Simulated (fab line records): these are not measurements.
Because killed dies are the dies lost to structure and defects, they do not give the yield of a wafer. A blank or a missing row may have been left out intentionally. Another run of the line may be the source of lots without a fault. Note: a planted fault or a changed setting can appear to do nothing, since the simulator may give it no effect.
fab line records	flow n5Finfet
record lots=6	wafers=18	lastDay=18
route steps=1938 shown BEOL_M3@948 BEOL_M4@1111
lots with no fault: from the same line, run without faults
startH: the number of hours between the record's first day and the start of the first shown wafer of the lot	waitH: how many hours have passed since the lot's step before this one	" the same as in the row above	L1.1+2: a row that stands for several wafers	- no value present, or no start provided	* or withheld: withheld	< > ~ a bound
route shown NAME@n: NAME is a module with steps in the file, n the number in the route of the first one	usual: mean/standard deviation of fault-free wafers	same: alike in all rows	chamber/n: place in a boat	sites: readings site by site	_std_site: the values' standard deviation	_edge_site: mean of outer sites minus mean of inner sites	radiusMm: how far each site lies from the wafer's centre	mask NAME#n: copy n	behind: the last tool/chamber to shape the wafer	hold: what put the lot on hold/how long, in hours/how the hold closed	device: the transistor (n, p or np) that didn't switch	end of line: at the end of the route, the tests of the same wafers	a step without rows: its recipe alone	killed: the dies lost at the first sort to structure and to defects; this is not the yield of the wafer	map: dies across one wafer; x = killed, . = not, _ = none there
set.NAME: the setting that was run; set.NAME@STEP: the one run at that earlier step	model.NAME: the simulator's own value behind a step, which no gauge read
certain route steps with their lots: each step a table, each wafer a row
services: when a tool's chamber went out of use (startH, in hours from the record's first day, below 0 if earlier), for how many hours, and the reason
## steps
# step N5_BEOL_M3_ETCH_74
# recipe chemistry=N2/H2	target=underlayer	targetDepthA=65	maskMaterial=CAR-EUV	timeS=5.2	ionEnergyEv=200	pressureMtorr=30	sourceW=840	biasW=150	n2FlowSccm=200	h2FlowSccm=200	ends=cleared
# usual drypumpMotorCurrentA=5.6/0.42	etchRfOnTimeS=5.19/0.14	h2FlowSccm=200.0/0.64	oesProductAu=0.66/0.069	rfVppV=524.0/2.3	showerheadPlenumPTorr=2.55/0.069	throttleValvePct=17.87/0.24
lot.wafer	tool	chamber	startH	waitH	drypumpMotorCurrentA	etchRfOnTimeS	h2FlowSccm	oesProductAu	rfHoursCounterH	rfVppV	showerheadPlenumPTorr	throttleValvePct
L187.1	rieDiel-06	1	168.70	0.0	6.5	5.14	199.2	0.59	222	523.7	2.53	18.10
L187.2	"	0	"	"	5.2	5.29	199.4	0.68	106	519.7	2.46	18.09
L187.5	"	2	"	"	5.6	5.24	199.8	0.65	-	527.2	2.64	17.97
L190.2	rieDiel-05	1	181.27	0.0	5.6	4.97	198.8	0.62	212	523.9	2.63	17.80
L190.3	"	2	"	"	6.2	5.07	199.8	0.72	60	526.4	2.60	17.62
L190.5	"	1	"	"	5.6	4.98	199.8	0.62	-	526.9	2.63	17.79
L191.1	rieDiel-05	3	182.75	0.0	5.1	5.37	200.7	0.57	242	522.6	2.49	18.13
L191.3	"	1	"	"	5.6	5.02	200.0	0.63	212	524.8	2.63	17.80
L191.4	"	2	"	"	6.2	5.02	199.8	0.74	60	524.4	2.60	17.62
L197.3	rieDiel-02	3	243.70	0.0	5.6	5.09	200.6	0.78	17	522.8	2.50	17.75
L197.5	"	0	"	"	5.1	5.37	200.1	0.59	-	527.1	2.61	18.16
L197.6	"	1	"	"	5.6	5.47	200.1	0.68	-	521.8	2.49	17.93
L203.1	rieDiel-05	0	271.59	0.0	5.2	5.17	199.7	0.69	105	521.1	2.44	17.31
L203.2	"	3	"	"	5.1	5.28	200.2	0.80	9	523.4	2.48	17.78
L203.3	"	2	"	"	6.2	5.12	201.5	0.71	80	524.5	2.60	17.64
L205.4	rieDiel-05	0	282.14	0.0	5.3	5.07	199.6	0.70	108	520.4	2.44	17.31
L205.5	"	3	"	"	5.1	5.18	199.8	0.79	-	524.8	2.48	17.77
L205.6	"	2	"	"	6.2	4.99	199.5	0.71	-	524.2	2.59	17.66
# step N5_BEOL_M3_ETCH_63
# recipe chemistry=CF4	target=SiARC	targetDepthA=156	maskMaterial=CAR-EUV	timeS=26	ionEnergyEv=80	pressureMtorr=40	sourceW=545	biasW=36	Ar_flow_sccm=100	cf4FlowSccm=100	ends=cleared
# step N5_BEOL_M3_ETCH_64
# recipe chemistry=N2/H2	target=SOC	targetDepthA=750	overetchA=150	maskMaterial=SiARC	tempC=40	timeS=112.5	ionEnergyEv=200	pressureMtorr=30	sourceW=840	biasW=150	n2FlowSccm=200	h2FlowSccm=200
# usual drypumpMotorCurrentA=5.6/0.42	h2FlowSccm=200.0/0.54	oesProductAu=0.62/0.061	rfVppV=523.9/2.1	showerheadPlenumPTorr=2.55/0.069	throttleValvePct=17.83/0.24
lot.wafer	tool	chamber	startH	waitH	drypumpMotorCurrentA	h2FlowSccm	oesProductAu	rfHoursCounterH	rfVppV	showerheadPlenumPTorr	throttleValvePct
L187.1	rieDiel-06	1	168.74	0.0	6.6	200.6	0.54	222	523.7	2.53	18.07
L187.2	"	0	"	"	5.2	199.0	0.64	106	521.2	2.46	18.05
L187.5	"	2	"	"	5.6	199.5	0.60	-	526.0	2.64	17.93
L190.2	rieDiel-05	1	181.32	0.0	5.6	200.0	0.57	212	525.7	2.63	17.76
L190.3	"	2	"	"	6.2	199.9	0.66	60	526.6	2.60	17.58
L190.5	"	1	"	"	5.6	199.5	0.57	-	526.8	2.63	17.77
L191.1	rieDiel-05	3	182.80	0.0	5.1	199.9	0.55	242	522.5	2.49	18.10
L191.3	"	1	"	"	5.6	199.8	0.57	213	525.4	2.63	17.77
L191.4	"	2	"	"	6.2	199.4	0.66	60	525.1	2.60	17.56
L197.3	rieDiel-02	3	243.75	0.0	5.6	200.0	0.71	17	522.1	2.50	17.71
L197.5	"	0	"	"	5.1	200.0	0.55	-	526.0	2.61	18.12
L197.6	"	1	"	"	5.6	199.9	0.66	-	522.2	2.49	17.86
L203.1	rieDiel-05	0	271.63	0.0	5.2	199.1	0.64	105	521.2	2.44	17.29
L203.2	"	3	"	"	5.1	200.4	0.74	9	521.2	2.48	17.73
L203.3	"	2	"	"	6.2	200.5	0.65	80	526.0	2.59	17.60
L205.4	rieDiel-05	0	282.18	0.0	5.2	199.6	0.64	108	522.1	2.44	17.29
L205.5	"	3	"	"	5.1	199.3	0.73	-	521.8	2.48	17.75
L205.6	"	2	"	"	6.2	199.5	0.65	-	524.8	2.59	17.61
# step N5_BEOL_M3_STRIP_65
# recipe chemistry=N2/H2	tempC=40	n2FlowSccm=200	h2FlowSccm=200	rfFrequencyHz=6e+07
# step N5_BEOL_M3_STRIP_75
# recipe chemistry=N2/H2	tempC=40	n2FlowSccm=200	h2FlowSccm=200	rfFrequencyHz=6e+07
# step N5_BEOL_M3_STRIP_66
# recipe chemistry=CF4	resist=SiARC	powerW=300	biasPowerW=75	pressureMtorr=50	cf4FlowSccm=150	rfFrequencyHz=6e+07
# step N5_BEOL_M3_HM_OPEN_17
# recipe chemistry=Cl2/BCl3	targetDepthA=200	overetchA=60	target=TiN	maskMaterial=SOC	ionEnergyEv=150	pressureMtorr=10	icpW=1000	biasW=126	Cl2_flow_sccm=53.25	bcl3FlowSccm=21.75	Ar_flow_sccm=25
# usual drypumpMotorCurrentA=5.6/0.5	oesProductAu=0.61/0.076	throttleValvePct=22.05/0.21
lot.wafer	tool	chamber	startH	waitH	drypumpMotorCurrentA	oesProductAu	rfHoursCounterH	throttleValvePct
L187.1	rieMetal-03	1	168.92	0.0	4.9	0.53	118	21.90
L187.2	"	0	"	"	6.2	0.60	74	22.38
L187.5	"	1	"	"	4.9	0.53	-	21.90
L190.2	rieMetal-01	0	181.49	0.0	4.8	0.52	123	21.89
L190.3	"	1	"	"	5.8	0.70	-	22.02
L190.5	"	0	"	"	4.8	0.52	-	21.90
L191.1	rieMetal-02	1	182.97	0.0	5.4	0.63	52	21.85
L191.3	"	0	"	"	5.8	0.56	-	21.99
L191.4	"	1	"	"	5.5	0.64	-	21.86
L197.3	rieMetal-02	1	243.95	0.1	5.4	0.62	-	21.90
L197.5	"	1	"	"	5.4	0.62	-	21.88
L197.6	"	0	"	"	5.8	0.55	-	22.01
L203.1	rieMetal-02	0	271.80	0.0	5.7	0.55	106	22.00
L203.2	"	1	"	"	5.5	0.62	60	21.88
L203.3	"	1	"	"	5.4	0.62	-	21.86
L205.4	rieMetal-01	1	282.38	0.1	5.9	0.69	-	22.04
L205.5	"	0	"	"	4.8	0.85	-	21.82
L205.6	"	1	"	"	5.8	0.68	-	22.04
# step N5_BEOL_M3_STRIP_19
# recipe chemistry=O2	powerW=400	tempC=40	pressureMtorr=30	rfFrequencyHz=6e+07	biasPowerW=0	overashFraction=0.2	o2FlowSccm=225
# usual drypumpMotorCurrentA=5.6/0.4	oesProductAu=0.76/0.068	rfVppV=3.7/0.47	showerheadPlenumPTorr=2.10/0.062	throttleValvePct=16.73/0.2
lot.wafer	tool	chamber	startH	waitH	drypumpMotorCurrentA	oesProductAu	rfHoursCounterH	rfVppV	showerheadPlenumPTorr	throttleValvePct
L187.1	rieDiel-06	2	169.03	0.1	5.6	0.74	172	2.9	2.17	16.64
L187.2	"	1	"	"	6.5	0.68	222	3.6	2.07	16.77
L187.5	"	3	"	"	5.6	0.72	-	3.1	2.18	16.88
L190.2	rieDiel-05	1	181.60	0.1	5.6	0.71	212	3.8	2.15	16.63
L190.3	"	3	"	"	5.1	0.67	242	4.0	2.07	16.97
L190.5	"	1	"	"	5.6	0.71	-	3.5	2.15	16.60
L191.1	rieDiel-06	1	183.08	0.1	6.5	0.68	226	3.1	2.07	16.79
L191.3	"	2	"	"	5.6	0.75	176	3.6	2.17	16.64
L191.4	"	3	"	"	5.6	0.72	182	4.1	2.18	16.89
L197.3	rieDiel-06	1	244.08	0.1	6.5	0.67	242	4.0	2.07	16.80
L197.5	"	0	"	"	5.2	0.79	-	4.5	2.02	16.88
L197.6	"	3	"	"	5.6	0.70	-	3.7	2.18	16.91
L203.1	rieDiel-06	2	271.96	0.1	5.6	0.74	200	3.7	2.16	16.69
L203.2	"	0	"	"	5.2	0.78	133	3.3	2.02	16.88
L203.3	"	3	"	"	5.6	0.71	206	2.9	2.17	16.92
L205.4	rieDiel-05	1	282.46	0.1	5.6	0.68	238	4.4	2.14	16.67
L205.5	"	1	"	"	5.6	0.69	-	3.3	2.14	16.67
L205.6	"	2	"	"	6.2	0.81	-	3.9	2.13	16.42
# step N5_BEOL_M3_CD_MEAS_18
# recipe pitchNm=36	targetCdNm=18
# usual cdNm=17.9/0.32
lot.wafer	tool	chamber	startH	waitH	cdNm
L187.1	cdSem-01	-	169.10	0.0	18.0
L187.2	"	-	"	"	17.7
L187.5	"	-	"	"	18.0
L190.2	cdSem-02	-	181.67	0.1	18.1
L190.3	"	-	"	"	17.1
L190.5	"	-	"	"	17.8
L191.1	cdSem-03	-	183.15	0.0	17.6
L191.3	"	-	"	"	18.2
L191.4	"	-	"	"	17.9
L197.3	cdSem-03	-	244.15	0.1	17.9
L197.5	"	-	"	"	18.1
L197.6	"	-	"	"	18.0
L203.1	cdSem-02	-	272.03	0.0	18.0
L203.2	"	-	"	"	18.4
L203.3	"	-	"	"	18.1
L205.4	cdSem-02	-	282.54	0.1	17.7
L205.5	"	-	"	"	17.6
L205.6	"	-	"	"	18.2
# step N5_BEOL_M3_COAT_67
# recipe resist=SOC	tempC=250	timeS=60	spinRpm=1500	resistThkNm=60
# step N5_BEOL_M3_COAT_68
# recipe resist=SiARC	tempC=220	timeS=60	spinRpm=1500	resistThkNm=12
# step N5_BEOL_M3_COAT_76
# recipe resist=underlayer	tempC=205	timeS=60	spinRpm=1500	resistThkNm=5
# step N5_BEOL_M3_COAT_22
# recipe resist=CAR-EUV	spinRpm=1500	resistThkNm=30
# usual spinSpeedRpm=1500.0/1
lot.wafer	tool	chamber	startH	waitH	spinSpeedRpm	model.CAR-EUV_of_BEOL_M3_COAT_22.thkNm
L187.1	lithoTrack-03	0	169.14	-	1498.7	30
L187.2	"	0	"	"	1500.6	30
L187.5	"	0	"	"	1499.3	30
L190.2	lithoTrack-03	0	181.71	-	1500.3	30.2
L190.3	"	0	"	"	1499.2	30.2
L190.5	"	0	"	"	1500.6	30.2
L191.1	lithoTrack-04	0	183.19	-	1501.5	30
L191.3	"	0	"	"	1500.7	30
L191.4	"	0	"	"	1499.9	30
L197.3	lithoTrack-02	0	244.19	-	1500.0	30
L197.5	"	0	"	"	1499.7	30
L197.6	"	0	"	"	1500.0	30.2
L203.1	lithoTrack-03	0	272.08	-	1314.5	32
L203.2	"	0	"	"	1313.8	32
L203.3	"	0	"	"	1313.9	31.8
L205.4	lithoTrack-03	0	282.58	-	1317.0	32.2
L205.5	"	0	"	"	1317.2	32.2
L205.6	"	0	"	"	1315.6	32.2
# step N5_BEOL_M3_EBR_24
# recipe solvent=PGMEA	ebrWidthMm=1.5
# step N5_BEOL_M3_SOFTBAKE_23
# recipe tempC=110	timeS=60	resist=CAR-EUV
# step N5_BEOL_M3_EXPOSE_25
# recipe maskId=V2	na=0.33	sourceShape=quasar	sigmaInner=0.2	sigmaOuter=0.8	polarization=unpolarized	defocusNm=5	doseMj=63
# step N5_BEOL_M3_PEB_26
# recipe pebTempC=100	pebTimeS=60	resist=CAR-EUV
# step N5_BEOL_M3_DEVELOP_27
# recipe developTimeS=30	developer=TMAH	resist=CAR-EUV	rinseLiquid=surfactantRinse	dry=airSpin	devTempC=23
# step N5_BEOL_M3_CD_MEAS_28
# recipe targetCdNm=25.7	landingEnergyEv=500	detector=seInlens	targetCdYNm=23.3	polarity=opening
# usual cdNm=25.70/0.26
lot.wafer	tool	chamber	startH	waitH	cdNm
L187.1	cdSem-01	0	169.54	-	25.64
L187.2	"	0	"	"	25.69
L187.5	"	0	"	"	25.69
L190.2	cdSem-01	0	182.11	-	25.69
L190.3	"	0	"	"	25.28
L190.5	"	0	"	"	25.67
L191.1	cdSem-01	0	183.47	-	25.59
L191.3	"	0	"	"	25.51
L191.4	"	0	"	"	25.52
L197.3	cdSem-03	0	244.60	-	25.49
L197.5	"	0	"	"	25.79
L197.6	"	0	"	"	25.73
L203.1	cdSem-01	0	272.35	-	25.74
L203.2	"	0	"	"	25.86
L203.3	"	0	"	"	25.63
L205.4	cdSem-02	0	282.89	-	25.58
L205.5	"	0	"	"	25.91
L205.6	"	0	"	"	25.74
# step N5_BEOL_M3_OVL_MEAS_29
# recipe pointsPerWafer=522
# usual V2_OVL=0.2/0.68
# same pointsPerWafer=522
lot.wafer	tool	chamber	startH	waitH	V2_OVL[nm]
L187.1	overlay-02	0	169.57	0.0	0.7
L187.2	"	0	"	"	-0.1
L187.5	"	0	"	"	-0.2
L190.2	overlay-02	0	182.15	0.0	-0.6
L190.3	"	0	"	"	-0.7
L190.5	"	0	"	"	-0.4
L191.1	overlay-01	0	183.50	0.0	-0.2
L191.3	"	0	"	"	0.3
L191.4	"	0	"	"	-1.2
L197.3	overlay-01	0	244.63	0.0	1.1
L197.5	"	0	"	"	1.2
L197.6	"	0	"	"	0.8
L203.1	overlay-01	0	272.38	0.0	0.7
L203.2	"	0	"	"	0.2
L203.3	"	0	"	"	-0.1
L205.4	overlay-02	0	282.93	0.0	-0.4
L205.5	"	0	"	"	-0.4
L205.6	"	0	"	"	0.6
# step N5_BEOL_M3_INSPECT_30
# recipe mode=adi	inspectInstrument=brightfield
# usual rawDefectCount=427/110
lot.wafer	tool	chamber	startH	waitH	rawDefectCount
L187.1	defectInspect-01	-	169.63	0.1	382
L187.2	"	-	"	"	537
L187.5	"	-	"	"	368
L190.2	defectInspect-01	-	182.20	0.0	509
L190.3	"	-	"	"	448
L190.5	"	-	"	"	387
L191.1	defectInspect-01	-	183.55	0.1	446
L191.3	"	-	"	"	562
L191.4	"	-	"	"	461
L197.3	defectInspect-02	-	244.68	0.0	271
L197.5	"	-	"	"	470
L197.6	"	-	"	"	474
L203.1	defectInspect-02	-	272.44	0.1	284
L203.2	"	-	"	"	321
L203.3	"	-	"	"	347
L205.4	defectInspect-01	-	282.97	0.0	404
L205.5	"	-	"	"	381
L205.6	"	-	"	"	511
# step N5_BEOL_M3_DESCUM_33
# recipe chemistry=O2	timeS=7	sourcePowerW=50	biasPowerW=20	pressureMtorr=20	rfFrequencyHz=2.712e+07	tempC=40	resist=CAR-EUV	o2FlowSccm=225
# usual drypumpMotorCurrentA=5.6/0.44	oesProductAu=0.77/0.081	rfVppV=243.1/1.1	showerheadPlenumPTorr=2.09/0.058	throttleValvePct=20.42/0.2
lot.wafer	tool	chamber	startH	waitH	drypumpMotorCurrentA	oesProductAu	rfHoursCounterH	rfVppV	showerheadPlenumPTorr	throttleValvePct	model.CAR-EUV_of_BEOL_M3_COAT_22.thkNm
L187.1	rieDiel-02	0	169.69	0.1	5.1	0.70	191	244.6	2.17	20.75	26
L187.2	"	1	"	"	5.6	0.86	42	242.6	2.03	20.36	26.2
L187.5	"	2	"	"	6.0	0.76	-	243.7	2.10	20.42	26
L190.2	rieDiel-06	0	182.24	0.0	5.1	0.80	109	243.3	2.02	20.60	26.2
L190.3	"	3	"	"	5.7	0.72	182	244.4	2.18	20.62	26.2
L190.5	"	2	"	"	5.6	0.74	-	244.6	2.17	20.41	26.2
L191.1	rieDiel-06	3	183.59	0.0	5.7	0.72	182	245.0	2.18	20.63	26
L191.3	"	1	"	"	6.5	0.68	226	242.2	2.07	20.52	26
L191.4	"	2	"	"	5.7	0.74	176	245.7	2.17	20.40	26
L197.3	rieDiel-06	1	244.77	0.1	6.5	0.66	243	242.0	2.06	20.53	26.2
L197.5	"	0	"	"	5.2	0.79	-	242.9	2.01	20.63	26.2
L197.6	"	1	"	"	6.5	0.66	-	242.9	2.06	20.54	26.2
L203.1	rieDiel-06	0	272.47	0.0	5.2	0.78	134	242.5	2.01	20.63	28
L203.2	"	3	"	"	5.6	0.70	206	244.8	2.17	20.67	28
L203.3	"	2	"	"	5.6	0.73	200	244.9	2.16	20.46	27.8
L205.4	rieDiel-05	2	283.01	0.0	6.2	0.81	84	243.1	2.12	20.21	28.2
L205.5	"	0	"	"	5.2	0.82	-	242.4	2.02	20.11	28.2
L205.6	"	1	"	"	5.6	0.69	-	245.8	2.14	20.34	28.2
# step N5_BEOL_M3_ETCH_77
# recipe chemistry=N2/H2	target=underlayer	targetDepthA=65	maskMaterial=CAR-EUV	timeS=5.2	ionEnergyEv=200	pressureMtorr=30	sourceW=840	biasW=150	n2FlowSccm=200	h2FlowSccm=200	ends=cleared
# usual drypumpMotorCurrentA=5.6/0.45	etchRfOnTimeS=5.18/0.14	h2FlowSccm=200.0/0.61	oesProductAu=0.66/0.067	rfVppV=523.7/2.2	showerheadPlenumPTorr=2.54/0.07	throttleValvePct=17.86/0.25
lot.wafer	tool	chamber	startH	waitH	drypumpMotorCurrentA	etchRfOnTimeS	h2FlowSccm	oesProductAu	rfHoursCounterH	rfVppV	showerheadPlenumPTorr	throttleValvePct
L187.1	rieDiel-02	0	169.73	0.0	5.1	5.30	200.0	0.60	191	528.8	2.61	18.16
L187.2	"	1	"	"	5.6	5.49	200.6	0.72	42	522.2	2.50	17.87
L187.5	"	2	"	"	6.0	5.03	198.9	0.67	-	523.7	2.54	17.80
L190.2	rieDiel-06	0	182.27	0.0	5.2	5.21	200.4	0.69	109	520.3	2.46	18.10
L190.3	"	3	"	"	5.6	5.40	201.3	0.61	182	525.6	2.63	17.95
L190.5	"	2	"	"	5.7	5.15	200.5	0.63	-	525.4	2.64	17.96
L191.1	rieDiel-06	3	183.62	0.0	5.7	5.44	199.8	0.60	182	526.5	2.63	17.94
L191.3	"	1	"	"	6.6	5.17	199.8	0.58	226	521.8	2.53	18.10
L191.4	"	2	"	"	5.6	5.17	200.5	0.64	176	527.2	2.64	17.94
L197.3	rieDiel-06	1	244.80	0.0	6.5	5.20	200.4	0.57	243	521.8	2.52	18.12
L197.5	"	0	"	"	5.1	5.20	199.8	0.67	-	522.4	2.45	18.12
L197.6	"	1	"	"	6.6	5.21	200.4	0.57	-	521.9	2.52	18.13
L203.1	rieDiel-06	0	272.51	0.0	5.2	5.23	200.2	0.66	134	519.7	2.45	18.17
L203.2	"	3	"	"	5.6	5.41	199.7	0.60	206	525.2	2.62	18.03
L203.3	"	2	"	"	5.6	5.22	198.8	0.62	200	526.4	2.63	18.02
L205.4	rieDiel-05	2	283.04	0.0	6.2	5.05	200.5	0.70	84	526.1	2.59	17.65
L205.5	"	0	"	"	5.3	5.08	199.8	0.69	-	522.9	2.44	17.33
L205.6	"	1	"	"	5.6	5.02	200.8	0.60	-	525.4	2.61	17.83
# step N5_BEOL_M4_RC_MEAS_101
# usual DIBL_N=36.5/1.9	DIBL_P=36.4/2.2	IOFF_N=0.17/0.034	IOFF_P=0.21/0.036	ION_N=678/12	ION_P=462/7.1	SS_N=71.7/0.61	SS_P=73.4/0.71	VT_N=249/3.5	VT_P=-251/3
lot.wafer	tool	chamber	startH	waitH	DIBL_N[mV/V]	DIBL_P[mV/V]	IOFF_N[nA/um]	IOFF_P[nA/um]	ION_N[uA/um]	ION_P[uA/um]	SS_N[mV/dec]	SS_P[mV/dec]	VT_N[mV]	VT_P[mV]
L187.1	prober-02	0	204.20	0.0	40.9	40.2	0.25	0.27	689	463	71.9	74.5	244	-248
L187.2	"	0	"	"	36.2	34.5	0.14	0.18	667	456	71.7	72.2	250	-254
L187.5	"	0	"	"	37.3	37.4	0.17	0.21	678	456	71.7	73.2	248	-253
L190.2	prober-02	0	209.56	0.2	39.7	41.1	0.24	0.31	690	470	73.1	75.1	242	-247
L190.3	"	0	"	"	35.9	35.4	0.16	0.20	673	456	71.1	72.3	250	-251
L190.5	"	0	"	"	38.7	37.9	0.23	0.26	690	466	71.9	74.1	244	-250
L191.1	prober-01	0	213.55	0.0	36.6	34.7	0.15	0.18	666	451	71.1	72.6	249	-256
L191.3	"	0	"	"	37.3	36.4	0.16	0.19	679	453	71.2	74.4	251	-253
L191.4	"	0	"	"	36.8	35.5	0.15	0.19	662	450	71.4	73.6	252	-253
L197.3	prober-01	0	276.82	0.3	36.4	34.9	0.13	0.18	655	452	71.4	73.2	254	-254
L197.5	"	0	"	"	37.6	36.7	0.16	0.20	669	457	71.6	72.9	251	-254
L197.6	"	0	"	"	36.6	35.1	0.14	0.18	679	458	71.3	73.1	249	-255
L203.1	prober-01	0	307.10	0.0	33.9	34.5	0.13	0.16	677	457	71.3	73.2	256	-256
L203.2	"	0	"	"	35.0	36.1	0.15	0.18	666	455	71.2	74.0	251	-254
L203.3	"	0	"	"	30.1	30.3	0.09	0.12	664	455	70.3	71.6	258	-260
L205.4	prober-01	0	319.05	0.5	39.7	40.1	0.23	0.30	694	468	72.2	74.4	246	-245
L205.5	"	0	"	"	36.0	35.4	0.16	0.21	690	459	71.7	73.3	250	-249
L205.6	"	0	"	"	39.2	39.5	0.22	0.29	694	471	73.3	74.6	245	-248
## services
tool	chamber	startH	hours	kind
rieDiel-02	3	147.66	-	clean
rieDiel-02	3	147.66	-	consumableReplace:focusRing
rieDiel-02	3	147.66	33.6	scheduledDown
rieDiel-02	3	147.66	33.6	ventCycle
lithoTrack-03	-	170.32	-	consumableReplace:filter
rieMetal-01	-	188.36	28.1	pm
rieDiel-02	3	205.74	6.4	repair
rieDiel-02	0	207.35	34.2	repair
rieMetal-01	-	224.85	1.7	repair
rieDiel-05	3	225.33	-	clean
rieDiel-05	3	225.33	-	consumableReplace:focusRing
rieDiel-05	3	225.33	13.3	scheduledDown
rieDiel-05	3	225.33	13.3	ventCycle
rieMetal-03	1	239.35	-	clean
rieDiel-02	-	257.56	0.3	repair
rieDiel-05	2	260.27	5.0	repair
rieMetal-01	0	260.32	-	clean
rieMetal-01	0	260.32	14.9	scheduledDown
rieMetal-01	0	260.32	14.9	ventCycle
rieDiel-02	0	271.01	5.8	repair
rieDiel-06	1	271.31	-	clean
rieDiel-06	1	271.31	-	consumableReplace:focusRing
rieDiel-06	1	271.31	32.9	scheduledDown
rieDiel-06	1	271.31	32.9	ventCycle
## key
firstSign step=N5_BEOL_M3_COAT_22	reading=spinSpeedRpm	direction=down	sigmas=99+	usual=*	struck=*
effect none on later readings
modelEffect step=N5_BEOL_M3_COAT_22	value=CAR-EUV_of_BEOL_M3_COAT_22.thkNm	without=30	struck=32.07
modelEffect step=N5_BEOL_M3_DESCUM_33	value=CAR-EUV_of_BEOL_M3_COAT_22.thkNm	without=26.03	struck=28.07
metAt N5_BEOL_M3_COAT_22
struckWafers L203.1,L203.2,L203.3,L205.4,L205.5,L205.6
rowsEnd L205.4,L205.5,L205.6
onsetBetween 181.71 272.08
earlierFault kind=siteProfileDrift	tool=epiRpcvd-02	chamber=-	onsetH=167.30	steps=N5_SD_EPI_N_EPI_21	basis=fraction	maxAbsDrift=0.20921	slopeSharePerHr=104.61	sitePattern=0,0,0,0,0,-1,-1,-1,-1
fault kind=processParameterDrift	tool=lithoTrack-03	chamber=-	onsetH=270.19	steps=N5_BEOL_M3_COAT_22	channel=spinRpm	offset=*	shape=step	actsIn=*	stated=*
# rowsEnd: these wafers met a further fault down the route, and their rows from its step on are left out
